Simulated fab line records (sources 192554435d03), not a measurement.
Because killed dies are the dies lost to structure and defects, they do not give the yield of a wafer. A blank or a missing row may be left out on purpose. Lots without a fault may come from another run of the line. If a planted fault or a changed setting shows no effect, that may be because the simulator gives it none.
fab line records    flow n5-finfet
record: lots: 12  wafers: 36  last-day: 17
route steps=1938 shown BEOL_M15@1825 MIM_TOP@1836 MIM_TOP_ETCH@1851 MIM_BOT_LITHO@1863 PASSIVATION@1936
lots untouched by any fault: they come from a run of this same line in which no faults occurred
start-h: the number of hours between the record's first day and the start of the first shown wafer of the lot    wait-h: hours from the lot's prior step to this one    " the same as in the row above    L1.1+2: a single row standing in for several wafers    - either no value or no given start    * or withheld: withheld    < > ~ a bound
route shown NAME@n: a module of which the file shows steps, and the number in the route of the first    usual: mean/standard deviation taken from wafers without a fault    same: alike in all rows    chamber/n: place in a boat    sites: each site's reading    _std_site: how widely they spread, as a standard deviation    _edge_site: mean of outer sites minus mean of inner sites    radius-mm: for every site, how far away it sits from the centre of the wafer    mask NAME#n: copy n    behind: tool/chamber where the wafer was last shaped    hold: cause of the lot's hold/its duration in hours/its outcome    device: transistor that didn't switch, given as n, p or np    end of line: the same wafers' tests at the end of the route    step lacking rows: just its recipe    killed: count of dies lost to structure and defects at first sort (not the wafer's yield)    map: dies across one wafer; x = killed, . = not, _ = none there
set.NAME: the setting the step ran with; set.NAME@STEP: the setting that earlier step ran with    model.NAME: the simulator's own value behind a step, which no gauge read
route steps across a sampled set of lots; one table per step, one row per wafer
services: from which hour (start-h, from the record's first day; less than 0 if before it) a tool's chamber was out of use, for how many hours, and why
== steps ==
step: N5_BEOL_M15_THK_MEAS_50
recipe: thk-meas-gauge: xrf  reads: Cu_of_BEOL_M15_ECD_47
usual: M15_THK: 847/19
lot.wafer  tool           chamber  start-h  wait-h  M15_THK[nm]
L396.2     film-metro-02  -        281.42   -       819
L396.4     "              -        "        "       835
L396.5     "              -        "        "       828
L398.4     film-metro-01  -        284.92   -       845
L398.5     "              -        "        "       859
L398.6     "              -        "        "       859
L399.2     film-metro-01  -        285.26   -       841
L399.3     "              -        "        "       812
L399.6     "              -        "        "       822
L400.2     film-metro-01  -        300.97   -       845
L400.3     "              -        "        "       830
L400.5     "              -        "        "       822
L401.1     film-metro-01  -        306.38   -       844
L401.3     "              -        "        "       870
L401.6     "              -        "        "       842
L402.1     film-metro-01  -        311.94   -       836
L402.4     "              -        "        "       864
L402.6     "              -        "        "       838
L403.1     film-metro-01  -        318.24   -       857
L403.3     "              -        "        "       841
L403.4     "              -        "        "       823
L404.2     film-metro-01  -        327.50   -       842
L404.5     "              -        "        "       870
L404.6     "              -        "        "       867
L405.3     film-metro-02  -        330.47   -       830
L405.4     "              -        "        "       837
L405.6     "              -        "        "       820
L406.2     film-metro-01  -        347.32   -       833
L406.4     "              -        "        "       860
L406.5     "              -        "        "       873
L409.1     film-metro-01  -        348.06   -       834
L409.3     "              -        "        "       806
L409.4     "              -        "        "       849
L417.4     film-metro-01  -        395.14   -       884
L417.5     "              -        "        "       865
L417.6     "              -        "        "       875
step: N5_MIM_TOP_ALD_02
recipe: material: Al2O3  target-thk-a: *  temp-c: withheld  ald-precursor-family: TMA  ald-co-reactant: O3  pulse-time-s: withheld  purge-time-s: 3  co-reactant-purge-time-s: withheld  co-reactant-pulse-time-s: 3  ald-cycles: withheld
usual: precursor-pulse-height-rel: 1.000/0.018
lot.wafer  tool       chamber  start-h  wait-h  precursor-pulse-height-rel
L396.2     ald-hk-02  2        -        -       0.980
L396.4     "          1        "        "       1.012
L396.5     "          3        "        "       1.022
L398.4     ald-hk-01  3        -        -       0.973
L398.5     "          0        "        "       0.987
L398.6     "          3        "        "       1.011
L399.2     ald-hk-02  1        -        -       0.992
L399.3     "          0        "        "       0.976
L399.6     "          3        "        "       1.004
L400.2     ald-hk-03  1        -        -       1.015
L400.3     "          2        "        "       0.996
L400.5     "          1        "        "       1.019
L401.1     ald-hk-03  2        -        -       0.966
L401.3     "          0        "        "       1.000
L401.6     "          2        "        "       1.005
L402.1     ald-hk-02  3        -        -       1.023
L402.4     "          1        "        "       1.002
L402.6     "          3        "        "       1.006
L403.1     ald-hk-02  2        -        -       1.006
L403.3     "          0        "        "       1.029
L403.4     "          1        "        "       1.010
L404.2     ald-hk-03  1        -        -       0.984
L404.5     "          1        "        "       1.029
L404.6     "          2        "        "       1.021
L405.3     ald-hk-03  3        -        -       0.979
L405.4     "          2        "        "       0.967
L405.6     "          0        "        "       0.963
L406.2     ald-hk-02  2        -        -       0.982
L406.4     "          1        "        "       1.005
L406.5     "          1        "        "       0.975
L409.1     ald-hk-01  1        -        -       0.971
L409.3     "          2        "        "       0.991
L409.4     "          3        "        "       0.975
L417.4     ald-hk-01  3        -        -       1.006
L417.5     "          3        "        "       1.016
L417.6     "          0        "        "       1.030
step: N5_MIM_TOP_ETCH_ETCH_00
recipe: chemistry: Cl2/BCl3  target: TiN  target-depth-a: 385  ion-energy-ev: 150  pressure-mtorr: 10  icp-w: 1000  bias-w: 126  Cl2_flow_sccm: 53.25  bcl3-flow-sccm: 21.75  Ar_flow_sccm: 25
usual: bias-w: 126.0/0.37  drypump-motor-current-A: 5.8/0.42  oes-product-au: 0.75/0.066  throttle-valve-pct: 22.63/0.099
lot.wafer  tool          chamber  start-h  wait-h  bias-w  drypump-motor-current-A  oes-product-au  rf-hours-counter-h  throttle-valve-pct
L396.2     rie-metal-03  1        285.85   0.1     126.3   5.7                      0.69            82                  22.65
L396.4     "             0        "        "       125.9   5.2                      0.84            -                   22.62
L396.5     "             1        "        "       125.7   5.7                      0.68            -                   22.62
L398.4     rie-metal-01  1        288.72   0.1     126.1   5.8                      0.72            -                   22.54
L398.5     "             0        "        "       126.6   6.6                      0.79            -                   22.66
L398.6     "             1        "        "       125.7   5.8                      0.71            -                   22.53
L399.2     rie-metal-02  0        290.75   0.1     125.9   5.9                      0.86            21                  22.48
L399.3     "             0        "        "       125.9   5.9                      0.85            -                   22.46
L399.6     "             0        "        "       126.0   5.9                      0.86            -                   22.47
L400.2     rie-metal-01  0        304.72   0.1     125.7   6.6                      0.79            34                  22.68
L400.3     "             0        "        "       125.9   6.6                      0.78            -                   22.67
L400.5     "             1        "        "       126.5   5.8                      0.71            -                   22.54
L401.1     rie-metal-03  1        310.99   0.1     125.6   5.7                      0.68            85                  22.63
L401.3     "             1        "        "       126.3   5.7                      0.68            -                   22.63
L401.6     "             1        "        "       126.1   5.7                      0.68            -                   22.64
L402.1     rie-metal-01  0        316.54   0.1     125.8   6.6                      0.78            36                  22.68
L402.4     "             0        "        "       125.5   6.6                      0.78            -                   22.67
L402.6     "             0        "        "       125.8   6.6                      0.78            -                   22.66
L403.1     rie-metal-02  1        321.65   0.1     126.2   5.4                      0.69            77                  22.77
L403.3     "             0        "        "       127.2   5.9                      0.85            -                   22.47
L403.4     "             1        "        "       126.3   5.5                      0.69            -                   22.78
L404.2     rie-metal-01  1        330.69   0.1     126.4   5.8                      0.71            75                  22.54
L404.5     "             1        "        "       126.1   5.8                      0.71            -                   22.55
L404.6     "             0        "        "       126.4   6.6                      0.79            -                   22.66
L405.3     rie-metal-02  0        334.33   0.1     125.4   5.9                      0.85            -                   22.48
L405.4     "             1        "        "       126.0   5.5                      0.69            -                   22.76
L405.6     "             0        "        "       125.9   5.9                      0.84            -                   22.48
L406.2     rie-metal-02  0        351.36   0.1     114.1   5.9                      0.81            26                  22.48
L406.4     "             0        "        "       114.7   5.9                      0.81            -                   22.48
L406.5     "             0        "        "       114.9   5.9                      0.81            -                   22.48
L409.1     rie-metal-02  1        351.52   0.1     115.0   5.4                      0.67            80                  22.77
L409.3     "             0        "        "       114.2   5.9                      0.81            -                   22.49
L409.4     "             1        "        "       115.1   5.5                      0.67            -                   22.79
L417.4     rie-metal-03  1        399.63   0.1     125.8   5.6                      0.66            -                   22.64
L417.5     "             1        "        "       126.1   5.7                      0.66            -                   22.66
L417.6     "             0        "        "       125.7   5.2                      0.79            -                   22.65
step: N5_MIM_BOT_LITHO_OVL_MEAS_11
recipe: points-per-wafer: 44
usual: MIM_BOT_OVL: -1/5
lot.wafer  tool        chamber  start-h  wait-h  MIM_BOT_OVL[nm]
L396.2     overlay-01  0        286.69   0.0     1
L396.4     "           0        "        "       -3
L396.5     "           0        "        "       9
L398.4     overlay-01  0        289.65   0.0     -3
L398.5     "           0        "        "       4
L398.6     "           0        "        "       2
L399.2     overlay-01  0        291.57   0.0     1
L399.3     "           0        "        "       1
L399.6     "           0        "        "       -5
L400.2     overlay-02  0        305.43   0.0     -1
L400.3     "           0        "        "       4
L400.5     "           0        "        "       -3
L401.1     overlay-02  0        311.71   0.0     -2
L401.3     "           0        "        "       2
L401.6     "           0        "        "       7
L402.1     overlay-02  0        317.26   0.0     7
L402.4     "           0        "        "       2
L402.6     "           0        "        "       3
L403.1     overlay-02  0        322.38   0.0     4
L403.3     "           0        "        "       2
L403.4     "           0        "        "       1
L404.2     overlay-02  0        331.48   0.0     -6
L404.5     "           0        "        "       -7
L404.6     "           0        "        "       -7
L405.3     overlay-01  0        335.00   0.0     -2
L405.4     "           0        "        "       -5
L405.6     "           0        "        "       -1
L406.2     overlay-02  0        352.37   0.0     -5
L406.4     "           0        "        "       -7
L406.5     "           0        "        "       -4
L409.1     overlay-01  0        352.53   0.0     4
L409.3     "           0        "        "       9
L409.4     "           0        "        "       1
L417.4     overlay-02  0        400.37   0.0     -1
L417.5     "           0        "        "       3
L417.6     "           0        "        "       0
step: N5_PASSIVATION_PROBE_49
usual: defect-limited-yield: 91.0/1.5  killed_at_M0_to_M3: 36/12  killed_at_M4_up: 14/5.5  killed-at-contacts: 11/4.8  killed-at-front-end: 42/12  killed-at-other: 3.7/2.7  killed-dies: 106/18  killed-on-rim: 13/4.5  killed-open: 70/13  killed-short: 35/8.2  sort_bin_5_function: 5.3/1  sort_bin_6_memory: 3.3/0.69  sort_bin_8_speed: 0.00/0.007  sort-n-pass: 1074/18  sort-yield-pct: 91.0/1.5
same: gross-dies: 1180  killed-at-back-side: 0  sort_bin_4_leakage[%]: 0
lot.wafer  tool       chamber  start-h  wait-h  defect-limited-yield[%]  killed_at_M0_to_M3  killed_at_M4_up  killed-at-contacts  killed-at-front-end  killed-at-other  killed-dies  killed-on-rim  killed-open  killed-short  sort_bin_5_function[%]  sort_bin_6_memory[%]  sort_bin_8_speed[%]  sort-n-pass  sort-yield-pct[%]
L396.2     prober-02  -        297.34   0.1     89.7                     34                  24               13                  49                   1                121          19             75           39            5.4                     3.9                   0                    1059         89.7
L396.4     prober-02  -        297.44   0.2     91.4                     36                  10               4                   51                   0                101          14             73           27            5.0                     3.2                   0                    1079         91.4
L396.5     prober-02  -        297.49   0.2     89.5                     54                  14               14                  41                   1                124          18             76           46            6.4                     3.7                   0                    1056         89.5
L400.2     prober-01  -        315.88   0.1     90.5                     45                  14               5                   44                   4                112          12             72           37            5.4                     3.7                   0                    1068         90.5
L400.3     prober-01  -        315.93   0.1     91.6                     29                  12               6                   39                   13               99           12             59           38            4.4                     3.8                   0                    1081         91.6
L400.5     prober-01  -        316.03   0.2     88.6                     40                  29               13                  45                   7                134          20             85           45            6.6                     4.4                   0                    1046         88.6
L401.1     prober-01  -        319.97   0.0     91.9                     20                  21               4                   46                   4                95           11             62           33            5.0                     2.8                   0                    1085         91.9
L401.3     prober-01  -        320.07   0.1     90.6                     40                  11               7                   44                   9                111          15             77           33            5.8                     3.5                   0                    1069         90.6
L401.6     prober-01  -        320.22   0.3     93.3                     12                  8                15                  41                   3                79           9              51           26            3.6                     2.7                   0                    1101         93.3
L402.1     prober-02  -        326.51   0.0     92.5                     47                  8                10                  22                   2                89           15             54           35            4.4                     2.9                   0                    1091         92.5
L402.4     prober-02  -        326.66   0.2     91.3                     48                  15               12                  25                   3                103          13             78           23            5.6                     3.1                   0                    1077         91.3
L402.6     prober-02  -        326.76   0.3     90.5                     35                  9                20                  45                   3                112          12             70           42            5.5                     3.6                   0                    1068         90.5
L404.2     prober-01  -        339.86   0.1     90.0                     41                  14               8                   52                   3                118          9              70           47            6.2                     3.3                   0                    1062         90.0
L404.5     prober-01  -        340.01   0.2     91.1                     54                  11               3                   35                   2                105          14             61           44            4.7                     3.9                   0                    1075         91.1
L404.6     prober-01  -        340.06   0.3     91.9                     41                  10               8                   34                   3                96           14             56           40            3.6                     4.0                   0                    1084         91.9
L405.3     prober-02  -        348.21   0.5     93.6                     24                  13               10                  26                   2                75           8              54           21            3.3                     2.9                   0                    1105         93.6
L405.4     prober-02  -        348.26   0.6     89.8                     32                  20               7                   57                   4                120          17             76           44            6.2                     3.6                   0                    1060         89.8
L405.6     prober-02  -        348.36   0.7     91.9                     24                  24               8                   37                   2                95           9              61           32            4.8                     3.0                   0                    1085         91.9
L409.1     prober-01  -        363.64   0.0     90.3                     39                  24               7                   44                   1                115          11             62           47            6.2                     3.1                   0                    1065         90.3
L409.3     prober-01  -        363.74   0.1     91.2                     36                  20               5                   39                   4                104          14             66           34            4.5                     3.9                   0                    1076         91.2
L409.4     prober-01  -        363.79   0.2     92.7                     15                  22               4                   44                   1                86           10             55           27            4.2                     2.9                   0                    1094         92.7
killed by level:class
L396.2 STI_FIN_REVEAL:geometric-particle:open=14 MOL_CONTACT_COAG:geometric-particle:open=10 BEOL_M3:geometric-particle:open=9 BEOL_M2:geometric-particle:open=8 HKMG_FIN:area-etch=7 BEOL_M4:geometric-particle:open=6 BEOL_M0_SAQP:geometric-particle:short=5 DUMMY_GATE:geometric-particle:open=4
L396.4 STI_FIN_REVEAL:geometric-particle:open=18 BEOL_M0_SAQP:geometric-particle:open=11 BEOL_M1:geometric-particle:open=6 BEOL_M2:geometric-particle:open=6 FIN_SAQP:geometric-particle:open=5 GATE_CUT:geometric-particle:short=5 STARTING-WAFER:geometric-particle:open=5 BEOL_M5:geometric-particle:open=4
L396.5 BEOL_M0_SAQP:geometric-particle:short=16 MOL_CONTACT_COAG:geometric-particle:open=13 BEOL_M2:geometric-particle:open=11 BEOL_M0_SAQP:geometric-particle:open=9 STI_FIN_REVEAL:geometric-particle:open=8 DUMMY_GATE:geometric-particle:open=8 BEOL_M3:geometric-particle:open=7 BEOL_M4:geometric-particle:open=6
L400.2 BEOL_M2:geometric-particle:open=14 BEOL_M0_SAQP:geometric-particle:open=11 FIN_SAQP:geometric-particle:short=10 FIN_SAQP:geometric-particle:open=9 BEOL_M0_SAQP:geometric-particle:short=9 DUMMY_GATE:geometric-particle:open=7 BEOL_M3:geometric-particle:open=6 BEOL_M4:geometric-particle:open=6
L400.3 FIN_SAQP:geometric-particle:short=12 BEOL_M0_SAQP:geometric-particle:short=8 FIN_SAQP:geometric-particle:open=7 MIM_TOP_ETCH:geometric-particle:open=6 MOL_CONTACT_COAG:geometric-particle:open=6 BEOL_M2:geometric-particle:open=6 GATE_CUT:geometric-particle:short=5 STI_FIN_REVEAL:geometric-particle:open=4
L400.5 BEOL_M4:geometric-particle:open=17 BEOL_M0_SAQP:geometric-particle:short=11 FIN_SAQP:geometric-particle:open=10 MOL_CONTACT_COAG:geometric-particle:open=10 FIN_SAQP:geometric-particle:short=8 GATE_CUT:geometric-particle:short=8 BEOL_M2:geometric-particle:open=8 GATE_CUT:geometric-particle:open=5
L401.1 FIN_SAQP:geometric-particle:open=9 BEOL_M5:geometric-particle:open=8 FIN_SAQP:geometric-particle:short=7 DUMMY_GATE:geometric-particle:open=6 GATE_CUT:geometric-particle:short=6 STI_FIN_REVEAL:geometric-particle:open=5 BEOL_M0_SAQP:geometric-particle:open=4 BEOL_M2:geometric-particle:open=4
L401.3 STI_FIN_REVEAL:geometric-particle:open=13 BEOL_M3:geometric-particle:open=9 FIN_SAQP:geometric-particle:open=8 DUMMY_GATE:geometric-particle:open=7 BEOL_M0_SAQP:geometric-particle:open=7 BEOL_M2:geometric-particle:open=7 BEOL_M1:geometric-particle:open=6 PASS1_CAP:geometric-particle:short=6
L401.6 STI_FIN_REVEAL:geometric-particle:open=14 MOL_CONTACT_COAG:geometric-particle:open=11 FIN_SAQP:geometric-particle:short=7 BEOL_M3:geometric-particle:open=5 DUMMY_GATE:geometric-particle:open=5 GATE_CUT:geometric-particle:short=5 MOL_CONTACT_COAG:geometric-particle:short=4 BEOL_M2:geometric-particle:open=4
L402.1 BEOL_M0_SAQP:geometric-particle:short=11 BEOL_M1:geometric-particle:open=11 MOL_CONTACT_COAG:geometric-particle:open=8 BEOL_M3:geometric-particle:open=8 BEOL_M0_SAQP:geometric-particle:open=5 DUMMY_GATE:geometric-particle:open=4 BEOL_M2:geometric-particle:short=4 STARTING-WAFER:geometric-particle:short=4
L402.4 BEOL_M1:geometric-particle:open=24 MOL_CONTACT_COAG:geometric-particle:open=10 BEOL_M3:geometric-particle:open=7 BEOL_M0_SAQP:geometric-particle:short=5 BEOL_M0_SAQP:geometric-particle:open=5 BEOL_M4:geometric-particle:open=5 FIN_SAQP:geometric-particle:short=4 STI_FIN_REVEAL:geometric-particle:open=4
L402.6 MOL_CONTACT_COAG:geometric-particle:open=16 FIN_SAQP:geometric-particle:open=15 FIN_SAQP:geometric-particle:short=12 BEOL_M0_SAQP:geometric-particle:open=9 BEOL_M1:geometric-particle:open=9 BEOL_M0_SAQP:geometric-particle:short=7 BEOL_M3:geometric-particle:open=5 GATE_CUT:geometric-particle:short=4
L404.2 DUMMY_GATE:geometric-particle:open=12 BEOL_M0:geometric-particle:open=10 BEOL_M0_SAQP:geometric-particle:short=9 FIN_SAQP:geometric-particle:open=8 BEOL_M2:geometric-particle:open=8 DUMMY_GATE:geometric-particle:short=7 BEOL_M2:geometric-particle:short=6 FIN_SAQP:geometric-particle:short=5
L404.5 BEOL_M0_SAQP:geometric-particle:short=23 BEOL_M0_SAQP:geometric-particle:open=14 FIN_SAQP:geometric-particle:open=13 STI_FIN_REVEAL:geometric-particle:open=6 BEOL_M3:geometric-particle:open=6 BEOL_M2:geometric-particle:short=5 DUMMY_GATE:geometric-particle:open=4 FIN_SAQP:geometric-particle:short=3
L404.6 BEOL_M0_SAQP:geometric-particle:short=12 GATE_CUT:geometric-particle:short=10 BEOL_M2:geometric-particle:open=9 FIN_SAQP:geometric-particle:open=8 BEOL_M0_SAQP:geometric-particle:open=8 MOL_CONTACT_COAG:geometric-particle:open=6 STARTING-WAFER:geometric-particle:short=4 BEOL_M11:geometric-particle:open=4
L405.3 BEOL_M0_SAQP:geometric-particle:open=10 MOL_CONTACT_COAG:geometric-particle:open=8 BEOL_M0_SAQP:geometric-particle:short=8 FIN_SAQP:geometric-particle:open=5 STI_FIN_REVEAL:geometric-particle:open=5 FIN_SAQP:geometric-particle:short=4 STARTING-WAFER:geometric-particle:open=4 DUMMY_GATE:geometric-particle:open=3
L405.4 STI_FIN_REVEAL:geometric-particle:open=13 FIN_SAQP:geometric-particle:open=11 BEOL_M0_SAQP:geometric-particle:short=11 BEOL_M4:geometric-particle:open=9 BEOL_M2:geometric-particle:open=9 BEOL_M0_SAQP:geometric-particle:open=8 FIN_SAQP:geometric-particle:short=7 DUMMY_GATE:geometric-particle:open=7
L405.6 BEOL_M4:geometric-particle:open=15 STI_FIN_REVEAL:geometric-particle:open=7 BEOL_M0_SAQP:geometric-particle:open=6 BEOL_M1:geometric-particle:open=6 FIN_SAQP:geometric-particle:short=5 MOL_CONTACT_COAG:geometric-particle:open=5 BEOL_M1:geometric-particle:short=5 STI_FIN_REVEAL:geometric-particle:short=4
L409.1 FIN_SAQP:geometric-particle:short=16 BEOL_M0_SAQP:geometric-particle:short=11 BEOL_M4:geometric-particle:open=10 BEOL_M2:geometric-particle:open=8 GATE_CUT:geometric-particle:short=7 BEOL_M0_SAQP:geometric-particle:open=7 MOL_CONTACT_COAG:geometric-particle:open=6 FIN_SAQP:geometric-particle:open=4
L409.3 BEOL_M0_SAQP:geometric-particle:short=11 FIN_SAQP:geometric-particle:short=9 BEOL_M2:geometric-particle:open=9 BEOL_M4:geometric-particle:open=8 FIN_SAQP:geometric-particle:open=6 BEOL_M5:geometric-particle:open=5 FIN_CUT:geometric-particle:open=4 GATE_CUT:geometric-particle:open=4
L409.4 BEOL_M4:geometric-particle:open=10 FIN_SAQP:geometric-particle:open=7 GATE_CUT:geometric-particle:short=6 GATE_CUT:geometric-particle:open=6 FIN_SAQP:geometric-particle:short=5 DUMMY_GATE:geometric-particle:open=5 MOL_CONTACT_COAG:geometric-particle:open=4 BEOL_M0_SAQP:geometric-particle:open=4
== services ==
tool          chamber  start-h  hours  kind
ald-hk-02     -        278.54   1.1    repair
ald-hk-03     -        343.45   14.6   pm
rie-metal-03  0        385.93   3.5    repair
rie-metal-02  -        386.02   0.7    repair
ald-hk-01     -        390.00   2.8    pm
rie-metal-02  -        391.73   1.4    pm
== key ==
first-sign: step: N5_MIM_TOP_ETCH_ETCH_00  reading: bias-w  direction: down  sigmas: 31  usual: *  struck: *
effect none on later readings
met-at N5_MIM_TOP_ETCH_ETCH_00
struck-lots L406,L409
not-acting-at N5_BEOL_M15_THK_MEAS_50,N5_MIM_TOP_ALD_02,N5_MIM_BOT_LITHO_OVL_MEAS_11
onset-between 334.33 351.36
fault: kind: process-parameter-drift  tool: rie-metal-02  chamber: -  onset-h: 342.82  steps: N5_MIM_TOP_ETCH_ETCH_00  channel: bias-w  offset: *  shape: step  end-h: 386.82  acts-in: *  stated: *
